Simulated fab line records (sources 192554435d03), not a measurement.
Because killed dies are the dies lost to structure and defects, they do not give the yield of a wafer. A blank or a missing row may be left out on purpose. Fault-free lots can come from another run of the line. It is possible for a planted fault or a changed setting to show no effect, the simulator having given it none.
Which tool did it?    flow n5-finfet    12 lots with 35 wafers sampled at 4 steps, on a route of 1938 steps

WHAT EACH GAUGE READ, for each wafer
No reading from a measuring or inspecting step in the record can be judged against a usual standard deviation.

EACH LOT AND THE TOOL THAT RAN IT (in order: tool; ch and the chambers of the sampled wafers; start)
lot   N5_MOL_CONTACT_COAG_SPUTTER_130  N5_MOL_CONTACT_COAG_CMP_28     N5_MOL_CONTACT_COAG_ALD_123        N5_MOL_CONTACT_COAG_COAT_78
L601  pvd-sputter-02, day 4 21:23      cmp-03 ch 1,2,3, day 5 01:04   ald-sin-04 ch 0,1,2, day 5 01:26   litho-track-02 ch 0, day 5 02:01
L602  pvd-sputter-02, day 5 07:43      cmp-02 ch 0,1,3, day 5 12:01   ald-sin-02 ch 0,1,2, day 5 12:37   litho-track-02 ch 0, day 5 13:11
L604  pvd-sputter-01, day 5 18:17      cmp-02 ch 0,3, day 5 20:52     ald-sin-04 ch 1,2,3, day 5 21:59   litho-track-02 ch 0, day 5 22:33
L606  pvd-sputter-01, day 6 05:04      cmp-02 ch 0,1, day 6 08:08     ald-sin-03 ch 1,2,3, day 6 08:28   litho-track-02 ch 0, day 6 09:02
L607  pvd-sputter-02, day 6 08:29      cmp-02 ch 1,2, day 6 11:03     ald-sin-02 ch 1,2, day 6 11:59     litho-track-04 ch 0, day 6 12:34
L608  pvd-sputter-03, day 6 14:17      cmp-02 ch 0,1,2, day 6 16:53   ald-sin-02 ch 1,2,3, day 6 17:11   litho-track-02 ch 0, day 6 17:45
L617  pvd-sputter-02, day 8 19:47      cmp-03 ch 2,3, day 8 23:18     ald-sin-04 ch 1,3, day 8 23:35     litho-track-01 ch 0, day 9 00:10
L619  pvd-sputter-02, day 9 14:10      cmp-04 ch 0,3, day 9 16:55     ald-sin-03 ch 1,3, day 9 17:48     litho-track-02 ch 0, day 9 18:22
L621  pvd-sputter-03, day 9 19:26      cmp-03 ch 0,1,3, day 9 22:14   ald-sin-02 ch 0,1, day 9 22:29     litho-track-02 ch 0, day 9 23:04
L622  pvd-sputter-01, day 10 05:23     cmp-02 ch 1,2,3, day 10 07:59  ald-sin-02 ch 1,2,3, day 10 08:37  litho-track-04 ch 0, day 10 09:11
L623  pvd-sputter-01, day 10 12:17     cmp-02 ch 1,2,3, day 10 15:01  ald-sin-03 ch 0,1,3, day 10 15:14  litho-track-02 ch 0, day 10 15:47
L624  pvd-sputter-02, day 10 15:07     cmp-02 ch 2,3, day 10 17:44    ald-sin-03 ch 0,1, day 10 18:01    litho-track-02 ch 0, day 10 18:35
- N5_MOL_CONTACT_COAG_SPUTTER_130: material Co, target thk 47.5 nm.
- N5_MOL_CONTACT_COAG_CMP_28: polishes, stops on SiNx, t overpolish 0.85 s, target thk 14.522 nm.
- N5_MOL_CONTACT_COAG_ALD_123: deposits SiNx, target thk 5 nm, pulse time 1 s, purge time 2 s.
- N5_MOL_CONTACT_COAG_COAT_78: resist thk 40 nm.

WHAT THE TOOLS THEMSELVES READ (means of the sampled wafers that have a number; where no wafer has one, the mark that the record gives instead)
N5_MOL_CONTACT_COAG_SPUTTER_130. Usual: susceptor-temp-C 25.01 C, standard deviation 0.11; throttle-valve-pct 29.6 %, standard deviation 0.71.
lot   tool            susceptor-temp-C (C)  throttle-valve-pct (%)  flag
L601  pvd-sputter-02  25.06                 29.4                    
L602  pvd-sputter-02  25.00                 30.0                    
L604  pvd-sputter-01  24.91                 29.6                    
L606  pvd-sputter-01  24.88                 29.0                    
L607  pvd-sputter-02  25.08                 29.5                    
L608  pvd-sputter-03  25.06                 30.2                    
L617  pvd-sputter-02  25.12                 28.5                    
L619  pvd-sputter-02  25.05                 29.5                    
L621  pvd-sputter-03  24.88                 30.2                    
L622  pvd-sputter-01  25.03                 29.1                    
L623  pvd-sputter-01  25.04                 29.4                    
L624  pvd-sputter-02  25.02                 29.8                    

N5_MOL_CONTACT_COAG_CMP_28. Usual: edge-zone-pressure-frac 1.000, standard deviation 0.0048; motor-current-A 12.2 A, standard deviation 1; time-to-endpoint-s 4.3 s, standard deviation 2.9.
lot   tool    edge-zone-pressure-frac  motor-current-A (A)  time-to-endpoint-s (s)  flag
L601  cmp-03  0.998                    12.8                 1.3                     
L602  cmp-02  0.998                    11.9                 2.7                     
L604  cmp-02  1.000                    12.1                 7.6                     
L606  cmp-02  0.998                    11.9                 3.8                     
L607  cmp-02  1.004                    12.8                 2.2                     
L608  cmp-02  0.999                    11.8                 1.1                     
L617  cmp-03  0.997                    13.2                 2.2                     
L619  cmp-04  1.006                    12.4                 5.8                     
L621  cmp-03  1.002                    12.5                 4.2                     
L622  cmp-02  1.002                    12.1                 4.4                     
L623  cmp-02  1.000                    11.9                 3.1                     
L624  cmp-02  0.998                    12.3                 7.5                     

N5_MOL_CONTACT_COAG_ALD_123. Usual: heater-power-w 846 W, standard deviation 97; precursor-pulse-height-rel 1.001, standard deviation 0.019; susceptor-temp-C 400.00 C, standard deviation 0.2.
lot   tool        heater-power-w (W)  precursor-pulse-height-rel  susceptor-temp-C (C)  flag
L601  ald-sin-04  834                 0.997                       400.07                
L602  ald-sin-02  830                 0.997                       399.93                
L604  ald-sin-04  823                 0.995                       399.95                
L606  ald-sin-03  821                 1.002                       399.80                
L607  ald-sin-02  831                 1.003                       399.90                
L608  ald-sin-02  920                 0.996                       399.73                
L617  ald-sin-04  826                 0.999                       400.00                
L619  ald-sin-03  797                 1.016                       400.09                
L621  ald-sin-02  773                 0.978                       400.19                
L622  ald-sin-02  914                 0.988                       400.11                
L623  ald-sin-03  826                 1.017                       400.15                
L624  ald-sin-03  799                 0.992                       400.03                

N5_MOL_CONTACT_COAG_COAT_78. Usual: spin-speed-rpm reads 1500.0 rpm (standard deviation 1).
lot   tool            spin-speed-rpm (rpm)  flag
L601  litho-track-02  1499.6                
L602  litho-track-02  1499.2                
L604  litho-track-02  1499.8                
L606  litho-track-02  1424.2                OFF
L607  litho-track-04  1500.1                
L608  litho-track-02  1424.5                OFF
L617  litho-track-01  1499.6                
L619  litho-track-02  1502.0                
L621  litho-track-02  1499.5                
L622  litho-track-04  1501.0                
L623  litho-track-02  1501.6                
L624  litho-track-02  1500.1                

THE ANSWER, worked out from the rows above alone
Rule: a lot is off if the mean of its wafers that have a number lies more than 3 standard deviations from the usual mean. A lot without any number at a reading at which 4 lots or more have one is off too. All remaining lots with rows at the step are treated as sound. First the gauges in route order, then the tools' own readings, where a lot's mean is used as printed above. At the first step where some lot is off, the reading lying furthest off is the one used; lots without a number count as furthest.
Off: L606, L608 (N5_MOL_CONTACT_COAG_COAT_78, spin-speed-rpm).
If a tool, at that step or one of the process steps before it, ran each lot that is off and ran no sound lot following the first of them, it fits. Of those tried, none fits.

WHAT HAD BEEN PUT IN BY THE SIMULATOR
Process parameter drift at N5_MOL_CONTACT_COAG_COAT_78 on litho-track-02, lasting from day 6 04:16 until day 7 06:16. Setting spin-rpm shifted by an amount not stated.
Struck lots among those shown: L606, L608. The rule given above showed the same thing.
